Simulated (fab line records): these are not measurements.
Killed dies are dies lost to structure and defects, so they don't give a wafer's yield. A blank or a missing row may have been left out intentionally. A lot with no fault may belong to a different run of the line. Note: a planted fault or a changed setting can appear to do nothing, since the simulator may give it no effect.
fab line records ; flow n5-finfet
[record] lots = 3; wafers = 9; last-day = 17
route steps=1938 shown BEOL_M15@1814 PASS1_DEP@1831 MIM_BOT@1832 MIM_TOP@1834 MIM_TOP_LITHO@1839 PASSIVATION@1936
lots that met no fault: taken from a fault-free run of the same line
start-h: the number of hours between the record's first day and the start of the first shown wafer of the lot ; wait-h: hours elapsed since this lot's preceding step ; " repeats the value in the row above ; L1.1+2: a row that stands for several wafers ; - no value present, or no start provided ; * or withheld: withheld ; < > ~ a bound
route shown NAME@n: names a module that has steps shown in the file, with the first one's number in the route ; usual: the fault-free wafers' mean and standard deviation ; same: alike in all rows ; chamber/n: place in a boat ; sites: per-site readings ; _std_site: standard deviation of those values ; _edge_site: the outer-site mean with the inner-site mean subtracted ; radius-mm: how far each site lies from the wafer's centre ; mask NAME#n: copy n ; behind: the last tool/chamber to shape the wafer ; hold: cause of the lot's hold/its duration in hours/its outcome ; device: whichever transistor did not switch (one of n, p or np) ; end of line: at the end of the route, the tests of the same wafers ; for a step that has no rows: nothing shown but its recipe ; killed: at the first sort, the dies lost to defects and structure; wafer yield is something else ; map: dies across one wafer; x = killed, . = not, _ = none there
set.NAME: the run value of the setting; set.NAME@STEP: its run value at that earlier step ; model.NAME: the simulator's own value behind a step, which no gauge read
a table for each step, a row for each wafer; lots at some steps of the route
services: the hour from which a tool's chamber was out of use, counted from the record's first day as start-h (under 0 if before that day), plus the number of hours and why
[[steps]]
[step N5_BEOL_M15_ETCH_38]
[recipe] chemistry = CF4/N2; target = SiCN; target-depth-a = 1064; taper-deg = 2; time-s = 120.5; ion-energy-ev = 150; mask-material = SiO2; pressure-mtorr = 40; source-w = 430; bias-w = 70; Ar_flow_sccm = 100; cf4-flow-sccm = 60; n2-flow-sccm = 60
[step N5_BEOL_M15_PRECLEAN_39]
[recipe] chemistry = residue-remover; time-s = 60; temp-c = 40
[step N5_BEOL_M15_SRD_40]
[recipe] time-s = 30; temp-c = 23; rinse-liquid = diw; dry = n2-spin; spin-rpm = 1500; dry-time-s = 30
[step N5_BEOL_M15_DEGAS_41]
[recipe] ambient = vacuum; temp-c = 300; time-s = 60
[step N5_BEOL_M15_PRE_CLEAN_42]
[recipe] gas = H2/He; time-s = 30; temp-c = 300
[step N5_BEOL_M15_SPUTTER_43]
[recipe] material = TaN; target-thk-a = 150; temp-c = 50; bias-v = 168.6; power-w = 15000; chamber-pressure-pa = 0.12; time-s = 24.19
[step N5_BEOL_M15_SPUTTER_44]
[recipe] material = Ta; target-thk-a = 150; temp-c = 50; bias-v = 80; power-w = 15000; chamber-pressure-pa = 0.07; time-s = 24.19
[step N5_BEOL_M15_SPUTTER_45]
[recipe] material = Cu; target-thk-a = 1000; temp-c = -20; bias-v = 60; power-w = 26000; chamber-pressure-pa = 0.13; time-s = 16.67
[step N5_BEOL_M15_ECD_47]
[recipe] material = Cu; target-thk-a = 18600
[step N5_BEOL_M15_ANNEAL_48]
[recipe] temp-c = 225; time-s = 90; ambient = N2
[step N5_BEOL_M15_CMP_49]
[recipe] stop-on = SiO2; t-overpolish-s = 4.9; down-force-psi = 2; platen-rpm = 80; clearing-platen-down-force-psi = 2; clearing-platen-rpm = 80; post-cmp-clean = cu-alkaline; target-thk-nm = 850; clearing-platen-pad-velocity-m-s = 1.5917; pad-velocity-m-s = 1.5917
[step N5_BEOL_M15_PRE_CLEAN_52]
[recipe] gas = NH3; time-s = 15; temp-c = withheld; rf-power-w = 300
lot.wafer;tool;chamber;start-h;wait-h
L183.3+5+6;pecvd-02;1,0,2;278.17;0.0
L194.2+3+6;pecvd-02;1,0,2;357.85;0.0
L202.1+2+4;pecvd-03;0,2,2;388.38;0.0
[step N5_BEOL_M15_DEP_53]
[recipe] material = SiCN; target-thk-a = 500; temp-c = withheld; precursor = 3MS/NH3; pressure-torr = 3; rf-w = 675; time-s = 17.8
[step N5_BEOL_M15_INSPECT_55]
[recipe] inspect-instrument = darkfield; mode = post-dep
[usual] raw-defect-count = 70/24
lot.wafer;tool;chamber;start-h;wait-h;raw-defect-count
L183.3;defect-inspect-01;-;278.29;0.0;60
L183.5;defect-inspect-01;-;278.29;0.0;36
L183.6;defect-inspect-01;-;278.29;0.0;61
L194.2;defect-inspect-02;-;357.96;0.0;86
L194.3;defect-inspect-02;-;357.96;0.0;75
L194.6;defect-inspect-02;-;357.96;0.0;1206
L202.1;defect-inspect-01;-;388.50;0.0;70
L202.2;defect-inspect-01;-;388.50;0.0;75
L202.4;defect-inspect-01;-;388.50;0.0;74
[step N5_PASSIVATION_PECVD_00]
[recipe] material = SiO2; target-thk-a = 2000; temp-c = 400; precursor = SiH4/N2O; pressure-torr = 2.7; rf-w = 608; time-s = 11.2
[step N5_MIM_BOT_DEGAS_01]
[recipe] ambient = vacuum; temp-c = 300; time-s = 60
[step N5_MIM_BOT_SPUTTER_00]
[recipe] material = TiN; target-thk-a = 350; temp-c = 200; power-w = 3000; chamber-pressure-pa = 0.49996; gas = Ar; reactive-partial-pa = 0.37997; time-s = 89.7
[step N5_MIM_TOP_ALD_00]
[recipe] material = Al2O3; target-thk-a = *; temp-c = withheld; ald-precursor-family = TMA; ald-co-reactant = O3; pulse-time-s = withheld; purge-time-s = 3; co-reactant-purge-time-s = withheld; co-reactant-pulse-time-s = 3; ald-cycles = withheld
[step N5_MIM_TOP_ALD_01]
[recipe] material = HfO2; target-thk-a = 56; temp-c = withheld; ald-precursor-family = Hf-amide; ald-co-reactant = O3; pulse-time-s = 1; purge-time-s = 3; co-reactant-purge-time-s = 2; co-reactant-pulse-time-s = 3; ald-cycles = 62
[step N5_MIM_TOP_ALD_02]
[recipe] material = Al2O3; target-thk-a = *; temp-c = withheld; ald-precursor-family = TMA; ald-co-reactant = O3; pulse-time-s = withheld; purge-time-s = 3; co-reactant-purge-time-s = withheld; co-reactant-pulse-time-s = 3; ald-cycles = withheld
[step N5_MIM_TOP_DEGAS_04]
[recipe] ambient = vacuum; temp-c = 300; time-s = 60
[step N5_MIM_TOP_SPUTTER_03]
[recipe] material = TiN; target-thk-a = 350; temp-c = 200; power-w = 3000; chamber-pressure-pa = 0.49996; gas = Ar; reactive-partial-pa = 0.37997; time-s = 89.7
[step N5_MIM_TOP_LITHO_HMDS_01]
[recipe] time-s = 60; temp-c = 120
[step N5_MIM_TOP_LITHO_COAT_02]
[recipe] spin-rpm = *; resist-thk-nm = *
[step N5_MIM_TOP_LITHO_EBR_04]
[recipe] solvent = PGMEA; ebr-width-mm = 1.5
[step N5_MIM_TOP_LITHO_SOFTBAKE_03]
[recipe] temp-c = 100; time-s = 90
[step N5_MIM_TOP_LITHO_EXPOSE_05]
[recipe] mask-id = MIM_TOP; na = 0.55; source-shape = conventional; sigma-outer = 0.8; polarization = unpolarized; target-cd-nm = 2000; dose-mj = 20.5
[step N5_MIM_TOP_LITHO_PEB_06]
[recipe] peb-temp-c = withheld; peb-time-s = *
[step N5_MIM_TOP_LITHO_DEVELOP_07]
[recipe] develop-time-s = 60; rinse-liquid = diw; dry = air-spin; dev-temp-c = 21
[step N5_MIM_TOP_LITHO_HARDBAKE_09]
[recipe] temp-c = 130; time-s = 120
[step N5_MIM_TOP_LITHO_INSPECT_12]
[recipe] mode = adi; inspect-instrument = macro
[usual] raw-defect-count = 2.0/1.4
lot.wafer;tool;chamber;start-h;wait-h;raw-defect-count
L183.3;defect-inspect-01;-;283.14;0.0;2
L183.5;defect-inspect-01;-;283.14;0.0;2
L183.6;defect-inspect-01;-;283.14;0.0;3
L194.2;defect-inspect-02;-;362.52;0.0;2
L194.3;defect-inspect-02;-;362.52;0.0;4
L194.6;defect-inspect-02;-;362.52;0.0;>300
L202.1;defect-inspect-02;-;393.00;0.0;2
L202.2;defect-inspect-02;-;393.00;0.0;4
L202.4;defect-inspect-02;-;393.00;0.0;2
[step N5_MIM_TOP_LITHO_DESCUM_10]
[recipe] chemistry = O2; time-s = 7.9; source-power-w = 50; bias-power-w = 20; pressure-mtorr = 20; rf-frequency-hz = 2.712e+07; temp-c = 40; o2-flow-sccm = 225
[step N5_PASSIVATION_PROBE_49]
[usual] defect-limited-yield = 91.4/1.4; killed_at_M0_to_M3 = 32/10; killed_at_M4_up = 13/5.6; killed-at-contacts = 13/6.6; killed-at-front-end = 39/13; killed-at-other = 3.4/2.8; killed-dies = 101/17; killed-on-rim = 14/4.5; killed-open = 66/13; killed-short = 33/7; sort_bin_5_function = 5.0/0.93; sort_bin_6_memory = 3.2/0.65; sort-n-pass = 1078/17; sort-yield-pct = 91.4/1.4
[same] gross-dies = 1180; killed-at-back-side = 0; sort_bin_4_leakage[%] = 0; sort_bin_8_speed[%] = 0
lot.wafer;tool;chamber;start-h;wait-h;defect-limited-yield[%];killed_at_M0_to_M3;killed_at_M4_up;killed-at-contacts;killed-at-front-end;killed-at-other;killed-dies;killed-on-rim;killed-open;killed-short;sort_bin_5_function[%];sort_bin_6_memory[%];sort-n-pass;sort-yield-pct[%]
L183.3;prober-01;-;293.41;0.1;92.1;19;20;14;35;5;93;10;65;28;4.4;3.1;1087;92.1
L183.5;prober-01;-;293.51;0.2;91.4;40;13;8;40;1;102;17;66;30;4.8;3.1;1078;91.4
L183.6;prober-01;-;293.56;0.3;91.2;35;15;15;35;4;104;12;63;40;5.0;3.2;1076;91.2
L194.2;prober-02;-;374.16;0.1;90.2;50;17;4;42;3;116;14;74;42;4.8;4.7;1064;90.2
L194.3;prober-02;-;374.21;0.1;88.7;56;13;9;52;3;133;15;89;41;6.3;4.2;1047;88.7
L194.6;prober-02;-;374.36;0.3;83.6;43;102;9;39;1;194;32;75;32;9.4;4.3;986;83.6
// killed by level:class
L183.3 FIN_SAQP:geometric-particle:open=13 MOL_CONTACT_COAG:geometric-particle:open=12 FIN_SAQP:geometric-particle:short=9 BEOL_M5:geometric-particle:open=8 BEOL_M4:geometric-particle:open=7 BEOL_M2:geometric-particle:open=5 BEOL_M3:geometric-particle:open=4 BEOL_M8:geometric-particle:open=4
L183.5 BEOL_M3:geometric-particle:open=15 FIN_SAQP:geometric-particle:open=11 STI_FIN_REVEAL:geometric-particle:open=8 MOL_CONTACT_COAG:geometric-particle:open=7 BEOL_M2:geometric-particle:open=7 FIN_SAQP:geometric-particle:short=6 BEOL_M1:geometric-particle:open=5 HKMG_FIN:area-etch=5
L183.6 MOL_CONTACT_COAG:geometric-particle:open=12 BEOL_M3:geometric-particle:open=8 FIN_SAQP:geometric-particle:open=7 STI_FIN_REVEAL:geometric-particle:open=7 BEOL_M0_SAQP:geometric-particle:open=7 BEOL_M0_SAQP:geometric-particle:short=6 BEOL_M4:geometric-particle:open=6 FIN_SAQP:geometric-particle:short=5
L194.2 BEOL_M2:geometric-particle:open=13 FIN_SAQP:geometric-particle:open=12 BEOL_M0_SAQP:geometric-particle:short=12 BEOL_M4:geometric-particle:open=12 BEOL_M0_SAQP:geometric-particle:open=11 BEOL_M1:geometric-particle:open=9 FIN_SAQP:geometric-particle:short=7 STI_FIN_REVEAL:geometric-particle:open=4
L194.3 BEOL_M0_SAQP:geometric-particle:open=27 FIN_SAQP:geometric-particle:short=12 BEOL_M0_SAQP:geometric-particle:short=11 STI_FIN_REVEAL:geometric-particle:open=11 FIN_SAQP:geometric-particle:open=10 MOL_CONTACT_COAG:geometric-particle:open=8 BEOL_M1:geometric-particle:open=7 BEOL_M1:geometric-particle:short=5
L194.6 BEOL_M15:unspecified=87 BEOL_M0_SAQP:geometric-particle:open=17 BEOL_M0_SAQP:geometric-particle:short=12 FIN_SAQP:geometric-particle:short=11 MOL_CONTACT_COAG:geometric-particle:open=9 BEOL_M2:geometric-particle:open=9 BEOL_M4:geometric-particle:open=8 STI_FIN_REVEAL:geometric-particle:open=6
// map L194.6 (x killed, . not)
_________________xxxxxxxxxxxx________________
______________.xxxxxxxxxxxxxxxxx_____________
___________.....xxxxxxxxxxxxxx...x.__________
__________x......xxxxxxxxxxxxx.x...._________
________........xxxxxxxxxxxx.x...x...._______
_______.........xx.xxxxxxxxx.....x.....______
______....x.....x.xx.x.x.xx...x........._____
_____......x................x..........x.____
____...x..x........x.x................x...___
___....................x...x...............__
___...............x...x.........x.x........__
__..........x..x.............x............x._
__..........x...........x..x................_
_...........................................x
_.......x.........x....x......x.x..x.........
_......x..x...........x......x.........x.....
_.x............x....x..........x........x....
_....x..........x.......x...............x....
_........x.x..x.........................x....
_x..xx.x......x.........x...................x
_.........xx.........x...x...x.x..x....x.....
__..x................x.......x.............._
__.x........x......................x........_
___.x......................x...............__
___.x........x.............................__
____..............................x.......___
_____..x.........x.x..........x....x.x...____
______.............x......x....x........_____
_______..................x....x........______
________.....x.x....x...x......x...x.._______
__________...............x...xxx...._________
___________...x.........xxx........__________
______________.x........x....x.._____________
_________________............________________
// map L183.6 (x killed, . not)
_________________x...........________________
______________.................._____________
___________x....x..................__________
__________...x.............x........_________
________...x.................x........_______
_______..................x.x...........______
______..x......x..x...x.......x.......x._____
_____........x....x..........xxx.....x...____
____...x.............x.....x......x...x..x___
___....x......................x............__
___........x..................x............__
__.x...................x............x......._
__...............x....xx...................._
_...............x...x.........x..............
_.......x.........x..............x...........
_.x............x....x......xx....x.xx.x.....x
_.......x.xx....x.........x.x................
_...xx.....x.x.............xx..........xx....
_........x.x........x........x..........x....
_..........x......x.......x........x......x..
_............................................
__.x..x...........x....x......x............._
__x......................................x.._
___......x...........x...........x.......x.__
___......................x.................__
____.x...........x...xx...................___
_____..............x..x..................____
______xx................................_____
_______...........x...........x........______
________.............................._______
__________...........x.............._________
___________..................xx....__________
______________.................._____________
_________________....x......x________________
[[services]]
tool;chamber;start-h;hours;kind
pecvd-02;1;256.61;16.5;scheduled-down
pecvd-03;0;302.43;5.6;repair
pecvd-03;-;312.15;6.0;pm
pecvd-03;-;322.53;0.9;repair
pecvd-02;2;327.87;2.1;scheduled-down
pecvd-02;1;383.63;-;clean
pecvd-02;1;383.63;-;consumable-replace:showerhead
pecvd-02;1;383.63;29.0;scheduled-down
pecvd-02;1;383.63;29.0;vent-cycle
[[key]]
[first-sign] step = N5_BEOL_M15_INSPECT_55; reading = raw-defect-count; direction = up; sigmas = 48; usual = 70; struck = 1206
[effect] step = N5_MIM_TOP_LITHO_INSPECT_12; reading = raw-defect-count; direction = up; sigmas = 99+; usual = 2.0; struck = >300
[effect] step = N5_PASSIVATION_PROBE_49; reading = killed_at_M4_up; direction = up; sigmas = 16; usual = 13; struck = 102
[more-kills-born-at] N5_BEOL_M15_PRE_CLEAN_52@pecvd-02 = 87
met-at N5_BEOL_M15_PRE_CLEAN_52
struck-wafers L194.6
onset-between 278.17 357.85
[fault] kind = chamber-particle-source; tool = pecvd-02; chamber = 2; onset-h = 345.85; steps = N5_BEOL_M15_PRE_CLEAN_52; rate-per-visit-cm2 = 1.7589; end-h = 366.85
